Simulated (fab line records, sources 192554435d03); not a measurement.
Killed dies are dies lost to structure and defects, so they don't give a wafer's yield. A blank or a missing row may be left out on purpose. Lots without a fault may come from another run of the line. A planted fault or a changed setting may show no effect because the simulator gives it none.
Split-lot experiment | flow n5_finfet | 7 lots, 21 wafers read, on a route of 1938 steps

THE SPLIT
At N5_SD_EPI_P_PEB_07 (peb time 60 s), the setting peb_time_s was moved away from the recipe's 60 s on 9 of the 21 wafers read, by -21.2% to +18.8%. The other wafers ran this setting at the recipe's value.

FROM THE SPLIT TO THE READING: what the file shows between them, 1 step
- N5_SD_EPI_P_DEVELOP_08: develop time 30 s

THE READING
cd_nm, in nm, at N5_SD_EPI_P_CD_MEAS_09 (target cd 240 nm). Fault-free wafers of this fab line usually give 240.1 nm, standard deviation 0.71 nm.

wafer  | tool, chamber at the split | peb_time_s as run, s | against the recipe | cd_nm, nm | against lot-mates on the recipe
L074.2 | litho_track-01, 0          | 60                   | recipe             | 240.2     | -
L074.5 | litho_track-01, 0          | 60                   | recipe             | 241.1     | -
L074.6 | litho_track-01, 0          | 52.29                | -12.9%             | 235.6     | -5.0
L076.2 | litho_track-02, 0          | 60                   | recipe             | 240.8     | -
L076.3 | litho_track-02, 0          | 60                   | recipe             | 240.6     | -
L076.5 | litho_track-02, 0          | 60                   | recipe             | 241.2     | -
L078.1 | litho_track-03, 0          | 60                   | recipe             | 240.4     | -
L078.2 | litho_track-03, 0          | 47.3                 | -21.2%             | 230.6     | -9.8
L078.6 | litho_track-03, 0          | 47.3                 | -21.2%             | 230.3     | -10.1
L085.4 | litho_track-03, 0          | 71.28                | +18.8%             | 244.6     | +5.0
L085.5 | litho_track-03, 0          | 71.28                | +18.8%             | 244.4     | +4.8
L085.6 | litho_track-03, 0          | 60                   | recipe             | 239.6     | -
L089.3 | litho_track-01, 0          | 60                   | recipe             | 239.8     | -
L089.4 | litho_track-01, 0          | 67.53                | +12.5%             | 242.8     | +3.0
L089.5 | litho_track-01, 0          | 67.53                | +12.5%             | 243.5     | +3.7
L092.3 | litho_track-02, 0          | 60                   | recipe             | 240.0     | -
L092.4 | litho_track-02, 0          | 60                   | recipe             | 239.8     | -
L092.6 | litho_track-02, 0          | 60                   | recipe             | 239.8     | -
L094.1 | litho_track-02, 0          | 60                   | recipe             | 239.8     | -
L094.2 | litho_track-02, 0          | 47.59                | -20.7%             | 231.1     | -8.7
L094.6 | litho_track-02, 0          | 47.59                | -20.7%             | 231.5     | -8.3

THE FIT
A straight line over all 21 wafers: cd_nm changes by +0.358 nm for each +1% of peb_time_s; r = +0.97; the points scatter about the line by 1.1 nm.
The same after taking each lot's own level away (the mean of its wafers on the recipe; 21 wafers): +0.369 nm for each +1%; r = +0.98; scatter 0.9 nm.
On that fit, the largest move of peb_time_s shifts the reading by 7.8 nm.
The lots' own levels span 239.60 to 240.87 nm, that is 1.8 times the standard deviation above.
So the lot-to-lot level changes the slope little: the two slopes agree.
Check: with one of the wafers moved furthest among these (-21.2%) left out of the fit, the line predicts -8.13 nm for it against its lot-mates. It came out at -9.8 nm against them.

THE WHOLE CHAIN: every reading that the file lists as answering this split, in the file's order
step                     | what it does                                            | reading                                                         | change (the file's fit)               | r (the file's)
N5_SD_EPI_P_CD_MEAS_09   | target cd 240 nm                                        | cd_nm                                                           | +0.376 nm for each +1% of the setting | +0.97
N5_SD_EPI_P_DESCUM_14    | chemistry O2, time 7.9 s                                | SD_EPI_P.cd_nm (the simulator's own value, which no gauge read) | +0.377 nm for each +1% of the setting | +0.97
N5_SD_EPI_P_ETCH_37      | etches SOC in N2/H2, overetch 108 nm, time 486 s        | SD_EPI_P.cd_nm (the simulator's own value, which no gauge read) | +0.422 nm for each +1% of the setting | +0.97
N5_SD_EPI_P_SD_RECESS_17 | chemistry HBr/Cl2/O2, target depth 39.1 nm, bt time 3 s | SD_EPI_P.cd_nm (the simulator's own value, which no gauge read) | +0.414 nm for each +1% of the setting | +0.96

THE FILE'S OWN FIT
cd_nm changes by +0.376 nm for each +1% of peb_time_s, r = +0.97.
